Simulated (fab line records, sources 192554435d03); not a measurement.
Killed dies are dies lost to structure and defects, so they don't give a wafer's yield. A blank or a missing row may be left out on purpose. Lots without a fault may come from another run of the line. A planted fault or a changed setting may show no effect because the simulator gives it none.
Which tool did it? | flow n5_finfet | 12 lots, 36 wafers sampled, at 1 step of a route of 1938

WHAT THE GAUGES READ, wafer by wafer
N5_BEOL_M6_INSPECT_30: inspects for defects (brightfield).
lot  | measured     | on                | raw_defect_count
L075 | day 9 10:21  | defect_inspect-02 | 456 561 620
L076 | day 9 13:08  | defect_inspect-02 | 463 395 372
L079 | day 10 16:07 | defect_inspect-02 | 384 467 396
L081 | day 10 23:20 | defect_inspect-01 | 424 307 404
L085 | day 11 17:35 | defect_inspect-02 | 451 311 347
L087 | day 12 00:20 | defect_inspect-01 | 369 464 487
L086 | day 12 04:39 | defect_inspect-01 | 225 208 345
L089 | day 12 16:50 | defect_inspect-02 | 410 415 525
L092 | day 13 17:38 | defect_inspect-01 | 407 368 513
L093 | day 14 00:47 | defect_inspect-01 | 480 336 554
L097 | day 14 16:22 | defect_inspect-01 | 417 489 346
L095 | day 14 19:22 | defect_inspect-02 | 438 497 413

WHICH TOOL RAN EACH LOT (tool, then ch and the chambers of the sampled wafers, then the start)
The record holds no process step before these readings.

THE ANSWER, worked out from the rows above alone
Rule: what is usual is taken from the lots themselves. Put in order of their means at a reading, lots are off if they are a third of the lots or fewer, leave a main group of 4 or more, and stand apart from it by a gap of 3 or more times the standard deviation of the main group's means; of several such gaps the widest counts. A main group whose means are all the same, to the digits that the tables above print for the reading, isn't used. A lot without any number at a reading at which 4 lots or more have one is off too. The other lots that the step has rows for count as sound.
No lot is off at any reading shown: from this, nothing can be told.

WHAT THE SIMULATOR HAD PUT IN
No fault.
